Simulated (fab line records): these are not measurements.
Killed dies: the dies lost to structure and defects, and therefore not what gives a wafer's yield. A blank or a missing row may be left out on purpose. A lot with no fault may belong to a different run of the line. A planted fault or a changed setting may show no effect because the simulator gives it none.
Comparing a struck lot with a sound one	flow n5_finfet	39 steps out of a route of 1938
Sound: these wafers, L127.4, L127.5, L127.6. Wafers L126.1, L126.2, L126.4 were the ones struck. The cause is given at the end.
Order at every step that has rows: each side's tool, ch and its chambers, its first start. Under that, the readings that differ: sound wafers	struck wafers	difference of the means	sigmas: that difference in standard deviations of wafers without a fault.
alike: same words and numbers on both sides, and readings whose means sit less than 2 such deviations apart. not compared: any withheld reading, any reading some wafer has no value for, any bound like >300 that may hide the same value, and any number with overlapping values for which the record gives no deviation.
Wherever a step has rows on one side only, a row that says differs or no value, or a row with sigmas, the two part there. When numbers do not overlap yet have no deviation, they are printed without sigmas and do not part them. Lack of a reading on every wafer of one side parts them only where that side has two or more wafers.

first, 12 steps without rows for these wafers: N5_SD_EPI_N_ETCH_35 (etches SOC in N2/H2, overetch 108 nm, time 486 s); N5_SD_EPI_N_STRIP_36 (strips in N2/H2); N5_SD_EPI_N_ETCHBACK_44 (etches SiNx in CH3F/O2, stops on SiO2, target depth 14.5 nm); N5_SD_EPI_N_ETCH_45 (etches SiOCN in CH3F/O2, target depth 6 nm); N5_SD_EPI_N_ETCH_16 (etches SiO2 in CHF3/O2, target depth 5 nm); N5_SD_EPI_N_STRIP_47 (strips in CHF3/O2); N5_SD_EPI_N_SD_RECESS_17 (chemistry HBr/Cl2/O2, target depth 41 nm, time 23.7 s, bt time 3 s); N5_SD_EPI_N_STRIP_38 (strips in N2/H2); N5_SD_EPI_N_WET_ETCH_43 (etches SiO2 in dHF, time 14 s, target depth 1.5 nm); N5_SD_EPI_N_STRIP_18 (strips in SPM, time 750 s); N5_SD_EPI_N_SRD_20 (time 30 s); N5_SD_EPI_N_PRECLEAN_48 (cleans in NF3:NH3, afs cycles 2, time 20 s, sublimation time 60 s).
N5_SD_EPI_N_VAPOR_ETCH_50: etches Si in HCl, time 54 s.
  sound on epi_rpcvd-01 ch 0, day 6 14:59; struck on epi_rpcvd-02 ch 0, day 6 07:15
reading	sound	struck	difference	sigmas
susceptor_temp_C (C)	775.1 774.8 774.7	787.6 787.9 787.7	+12.9	+42
  alike: lamp_inner_pct, throttle_valve_pct
then, 24 steps without rows for these wafers: N5_SD_EPI_N_EPI_21 (deposits Si:P, time 690 s); N5_SD_EPI_N_PRECLEAN_24 (cleans in O3/DIW, time 60 s); N5_SD_EPI_N_SRD_25 (time 30 s); N5_SD_EPI_N_PRECLEAN_49 (cleans in NF3:NH3, afs cycles 1, time 20 s, sublimation time 60 s); N5_SD_EPI_N_LINER_46 (material SiNx, target thk 3 nm); N5_SD_EPI_P_COAT_34 (time 60 s, resist thk 350 nm); N5_SD_EPI_P_COAT_35 (time 60 s, resist thk 35 nm); N5_SD_EPI_P_COAT_03 (resist thk 150 nm); N5_SD_EPI_P_EBR_05; N5_SD_EPI_P_SOFTBAKE_04 (time 60 s); N5_SD_EPI_P_EXPOSE_06 (exposes mask SD P BLK, target cd 240 nm); N5_SD_EPI_P_PEB_07 (peb time 60 s); N5_SD_EPI_P_DEVELOP_08 (develop time 30 s); N5_SD_EPI_P_DESCUM_14 (chemistry O2, time 7.9 s); N5_SD_EPI_P_ETCH_36 (etches SiARC in CF4, target depth 45.5 nm, time 75.8 s); N5_SD_EPI_P_ETCH_37 (etches SOC in N2/H2, overetch 108 nm, time 486 s); N5_SD_EPI_P_STRIP_38 (strips in N2/H2); N5_SD_EPI_P_ETCHBACK_46 (etches SiNx in CH3F/O2, stops on SiO2, target depth 17.5 nm); N5_SD_EPI_P_ETCH_47 (etches SiOCN in CH3F/O2, target depth 25 nm); N5_SD_EPI_P_ETCH_16 (etches SiO2 in CHF3/O2, target depth 5 nm); N5_SD_EPI_P_STRIP_50 (strips in CHF3/O2); N5_SD_EPI_P_SD_RECESS_17 (chemistry HBr/Cl2/O2, target depth 39.1 nm, bt time 3 s); N5_SD_EPI_P_WET_ETCH_45 (etches SiO2 in dHF, time 10.7 s, target depth 2 nm, rinse time 30 s); N5_SD_EPI_P_STRIP_40 (strips in N2/H2).
-- the record jumps here: 5 days lie between the struck wafers' starts before and after (it left off in module SD_EPI_P and takes up again in module BEOL_M4, whose first step shown is number 1111 of the route) --
N5_BEOL_M4_RC_MEAS_101:
  sound on prober-02 ch 0, day 12 13:22; struck on prober-01 ch 0, day 11 11:56
reading	sound	struck	difference	sigmas
DIBL_N (mV/V)	36.2 36.7 36.6	44.4 43.4 43.5	+7.3	+6
IOFF_N (nA/um)	0.149 0.155 0.151	0.380 0.351 0.355	+0.210	+11
IOFF_N_85C (nA/um)	2.9 3.0 3.0	6.6 6.1 6.2	+3.3	+10
IOFF_N_LIN (nA/um)	0.070 0.073 0.069	0.140 0.134 0.137	+0.066	+9
ION_N (uA/um)	669 672 673	721 725 728	+53	+6
REXT_N (ohm.um)	75.9 75.7 74.3	64.3 63.0 64.3	-11.4	-5
SS_N (mV/dec)	71.3 72.1 71.9	73.5 72.5 73.1	+1.3	+3
VT_N (mV)	248.4 248.1 249.9	236.4 236.8 236.8	-12.1	-5
VT_N_LVT (mV)	101.0 98.8 99.4	85.5 86.1 85.1	-14.2	-5
  alike: DIBL_P, IOFF_P, ION_P, SS_P, VT_P
-- here the record skips 4 days between the struck wafers' starts before and after, leaving off in module BEOL_M4 and picking up in module PASSIVATION (first step shown: number 1936 of the route) --
N5_PASSIVATION_PROBE_49:
  sound on prober-02, day 16 15:49; struck on prober-01, day 15 22:19
reading	sound	struck	difference	sigmas
sort_bin_4_leakage (%)	0 0 0	9.15 4.24 5.76	+6.38	
sort_n_pass	1083 1031 1063	967 1026 1005	-60	-4
sort_yield_pct (%)	91.8 87.4 90.1	81.9 86.9 85.2	-5.1	-4
  alike: defect_limited_yield, killed_at_M0_to_M3, killed_at_M4_up, killed_at_contacts, killed_at_front_end, killed_at_other, killed_dies, killed_open, killed_short, sort_bin_5_function, sort_bin_6_memory

== WHERE THEY PART ==
Earliest at N5_SD_EPI_N_VAPOR_ETCH_50; latest, in this record, at N5_PASSIVATION_PROBE_49.

WHY: what the simulator had put in
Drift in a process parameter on epi_rpcvd-02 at N5_SD_EPI_N_VAPOR_ETCH_50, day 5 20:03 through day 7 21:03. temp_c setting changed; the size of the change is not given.
